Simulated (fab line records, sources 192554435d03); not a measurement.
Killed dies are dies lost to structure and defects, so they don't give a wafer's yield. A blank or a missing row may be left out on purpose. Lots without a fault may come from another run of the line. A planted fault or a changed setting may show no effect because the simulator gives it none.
A struck lot beside a sound one | flow n5_finfet | 16 steps out of a route of 1938
Sound: wafers L138.2, L138.3, L138.4. Struck: wafers L143.2, L143.6. (L143.5 of the same lot was not struck and is left out.) The cause comes at the end.
At each step with rows: each side's tool, then ch and its chambers, then its first start. Under that, the readings that differ: sound wafers | struck wafers | difference of the means | sigmas: that difference in standard deviations of wafers without a fault.
alike: readings whose means differ by less than 2 such deviations, and words and numbers that are the same on both sides. not compared: withheld readings, readings that some wafer has no value for, bounds like >300 that may hide the same value, and numbers for which the record gives no deviation and whose values overlap.
The two part at a step that has a row with sigmas, a row that says differs or no value, or rows on one side only. Numbers that don't overlap but have no deviation are shown without sigmas and don't part them. A reading that every wafer of one side lacks parts them only if that side has two wafers or more.

first, 3 steps without rows for these wafers: N5_BEOL_M0_SAQP_STRIP_80 (strips in N2/H2); N5_BEOL_M0_SAQP_HM_OPEN_112 (chemistry CHF3/O2, target SiO2, stops on a-Si, target depth 12 nm, time 13.5 s); N5_BEOL_M0_SAQP_STRIP_113 (strips in CHF3/O2).
N5_BEOL_M0_SAQP_MANDREL_ETCH_20: etches a-Si in HBr/Cl2, stops on SiNx, target depth 60 nm, bt time 10 s, time 30 s.
  sound on rie_si-05 ch 0,2,3, day 5 17:36; struck on rie_si-06 ch 0, day 6 19:49
  reading               | sound             | struck      | difference | sigmas
  oes_product_au (a.u.) | 0.763 0.761 0.778 | 0.785 0.803 | +0.027     | +2
  alike: HBr_flow_sccm, drypump_motor_current_A, throttle_valve_pct
  not compared: rf_hours_counter_h
then, 3 steps without rows for these wafers: N5_BEOL_M0_SAQP_STRIP_86 (strips in N2/H2); N5_BEOL_M0_SAQP_STRIP_115 (strips in post etch residue remover, time 60 s); N5_BEOL_M0_SAQP_SRD_93 (time 30 s).
N5_BEOL_M0_SAQP_RECESS_114: chemistry HF/NH3, target SiO2, target depth 14.4 nm, afs cycles 3, sublimation time 60 s.
  sound on vapor_etch-02 ch 0,1, day 5 17:52; struck on vapor_etch-01 ch 0,1, day 6 20:02
  alike: drypump_motor_current_A
N5_BEOL_M0_SAQP_SPACER1_ALD_98: deposits SiO2, target thk 12.8 nm, pulse time 1 s, purge time 2 s.
  sound on ald_sin-02 ch 0,2,3, day 5 18:31; struck on ald_sin-02 ch 2,3, day 6 20:25
  alike: heater_power_w, precursor_pulse_height_rel
N5_BEOL_M0_SAQP_SPACER1_ETCHBACK_99: etches SiO2 in CHF3/O2, target depth 15.4 nm, time 7.7 s.
  sound on rie_diel-03 ch 0,1,2, day 5 19:00; struck on rie_diel-01 ch 2, day 6 20:54
  reading      | sound       | struck  | difference | sigmas
  rf_vpp_V (V) | 531 513 516 | 552 552 | +32        | +2
  alike: drypump_motor_current_A, oes_product_au, showerhead_plenum_p_Torr, throttle_valve_pct
  not compared: rf_hours_counter_h
then, 1 step without rows for these wafers: N5_BEOL_M0_SAQP_MANDREL1_REMOVE_100 (chemistry HBr/Cl2/O2, target a-Si, stops on SiNx, bt time 10 s).
N5_BEOL_M0_SAQP_CD_MEAS_25: target cd 13.1 nm.
  sound on cd_sem-02 ch 0, day 5 19:11; struck on cd_sem-01 ch 0, day 6 21:05
  alike: cd_nm
N5_BEOL_M0_SAQP_ETCH_101: etches SiNx in CH3F/O2, target depth 29.9 nm, time 42.7 s.
  sound on rie_diel-03 ch 0,2,3, day 5 19:14; struck on rie_diel-03 ch 2,3, day 6 21:17
  reading                  | sound          | struck      | difference | sigmas
  oes_product_au (a.u.)    | 1.00 0.87 0.83 | 1.20 1.17   | +0.29      | +3
  model.etch.depth_nm (nm) | 30.18 29.69 30 | 49.64 49.59 | +19.66     |
  alike: CH3F_flow_sccm, drypump_motor_current_A, rf_vpp_V, showerhead_plenum_p_Torr, throttle_valve_pct
  not compared: rf_hours_counter_h
N5_BEOL_M0_SAQP_ETCH_102: etches SiO2 in CF4, target depth 4 nm, time 4.4 s.
  sound on rie_si-05 ch 0,2,3, day 5 19:20; struck on rie_si-06 ch 2,3, day 6 21:24
  alike: drypump_motor_current_A, oes_product_au, throttle_valve_pct
  not compared: rf_hours_counter_h
-- the record jumps here: 3 days lie between the struck wafers' starts before and after (it left off in module BEOL_M0_SAQP and takes up again in module BEOL_M4, whose first step shown is number 1111 of the route) --
N5_BEOL_M4_RC_MEAS_101:
  sound on prober-01 ch 0, day 8 10:47; struck on prober-02 ch 0, day 9 15:53
  reading        | sound          | struck    | difference | sigmas
  IOFF_P (nA/um) | 0.14 0.14 0.13 | 0.26 0.26 | +0.12      | +2
  ION_N (uA/um)  | 671 645 650    | 690 686   | +33        | +2
  ION_P (uA/um)  | 456 451 444    | 476 481   | +28        | +3
  VT_N (mV)      | 254 259 257    | 247 248   | -9         | -2
  VT_P (mV)      | -258 -257 -260 | -246 -248 | +11        | +3
  alike: DIBL_N, DIBL_P, IOFF_N, SS_N, SS_P
-- the record jumps here: 4 days lie between the struck wafers' starts before and after (it left off in module BEOL_M4 and takes up again in module PASSIVATION, whose first step shown is number 1936 of the route) --
N5_PASSIVATION_PROBE_49:
  the record has rows for the struck wafers here (prober-01, day 14 00:11) and none for the sound ones

WHERE THEY PART
First at N5_BEOL_M0_SAQP_MANDREL_ETCH_20; last, within this record, at N5_PASSIVATION_PROBE_49.

WHY: what the simulator had put in
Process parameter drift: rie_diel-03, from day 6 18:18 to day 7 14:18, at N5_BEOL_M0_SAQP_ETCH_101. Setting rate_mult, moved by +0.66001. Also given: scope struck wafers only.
